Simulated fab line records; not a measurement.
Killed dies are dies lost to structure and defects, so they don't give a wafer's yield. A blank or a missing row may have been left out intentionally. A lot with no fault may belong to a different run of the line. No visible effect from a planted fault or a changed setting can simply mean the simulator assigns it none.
Matching of chambers | flow n5-finfet | N5_BEOL_M2_ETCH_69 on rie-diel-03 has 4 sister chambers
The step etches SiARC in CF4, target depth 15.6 nm, time 26 s. 20 wafers are shown with their chamber, then 10 later ones without.

== WAFERS, EACH WITH ITS CHAMBER ==
wafer  | chamber | drypump-motor-current-A (A) | throttle-valve-pct (%) | etch-rf-on-time-s (s)
L074.3 | 3       | 5.7                         | 15.89                  | 26.0
L074.4 | 1       | 5.3                         | 15.31                  | 26.0
L074.5 | 1       | 5.3                         | 15.33                  | 26.1
L075.2 | 3       | 5.7                         | 15.88                  | 26.3
L075.5 | 3       | 5.6                         | 15.87                  | 26.3
L075.6 | 2       | 5.4                         | 15.35                  | 25.7
L077.3 | 0       | 5.6                         | 15.49                  | 25.1
L077.5 | 1       | 5.3                         | 15.36                  | 26.4
L077.6 | 0       | 5.6                         | 15.46                  | 25.1
L082.2 | 3       | 5.7                         | 15.40                  | 26.1
L082.3 | 2       | 5.4                         | 15.40                  | 26.2
L082.6 | 1       | 5.3                         | 15.37                  | 26.5
L083.2 | 2       | 5.4                         | 15.39                  | 26.0
L083.5 | 1       | 5.3                         | 15.39                  | 26.6
L083.6 | 0       | 5.6                         | 15.51                  | 25.6
L086.1 | 0       | 5.6                         | 15.52                  | 25.5
L086.3 | 2       | 5.4                         | 15.39                  | 26.1
L086.5 | 3       | 5.7                         | 15.41                  | 25.5
L088.1 | 2       | 5.4                         | 15.43                  | 25.8
L088.3 | 0       | 5.6                         | 15.52                  | 25.4

SIGNATURES (means of the wafers above)
reading                 | chamber 0 | chamber 1 | chamber 2 | chamber 3 | scatter within a chamber
drypump-motor-current-A | 5.600     | 5.300     | 5.400     | 5.680     | 0.0224
throttle-valve-pct      | 15.5000   | 15.3520   | 15.3920   | 15.6900   | 0.133
etch-rf-on-time-s       | 25.340    | 26.320    | 25.960    | 26.040    | 0.26
Rule: distance of a wafer from a chamber = root of the sum over the readings of ((wafer's reading minus chamber's mean) / reading's scatter) squared. If the next closest chamber is less than 2 further off than the closest, the wafer can't be placed; otherwise it belongs to the closest. The scatter: take each reading less its chamber's mean, square it, sum over the shown wafers, divide by the number of wafers less the number of chambers, and take the root.

== WAFERS MISSING THEIR CHAMBER ==
wafer  | drypump-motor-current-A (A) | throttle-valve-pct (%) | etch-rf-on-time-s (s)
L088.4 | 5.7                         | 15.44                  | 25.9
L092.2 | 5.7                         | 15.42                  | 26.0
L092.3 | 5.4                         | 15.44                  | 25.7
L092.4 | 5.3                         | 15.41                  | 26.2
L094.2 | 5.4                         | 15.46                  | 25.6
L094.3 | 5.7                         | 15.44                  | 25.8
L094.5 | 5.4                         | 15.46                  | 25.7
L097.1 | 5.4                         | 15.44                  | 25.8
L097.3 | 5.3                         | 15.44                  | 26.5
L097.5 | 5.4                         | 15.44                  | 25.7

== THE CHAMBER EACH PASSED THROUGH ==
wafer  | from the rows above | in truth
L088.4 | 3                   | 3
L092.2 | 3                   | 3
L092.3 | 2                   | 2
L092.4 | 1                   | 1
L094.2 | 2                   | 2
L094.3 | 3                   | 3
L094.5 | 2                   | 2
L097.1 | 2                   | 2
L097.3 | 1                   | 1
L097.5 | 2                   | 2
Correct placement for 10 of the 10. Number that these rows cannot place: 0. Number placed wrongly: 0.
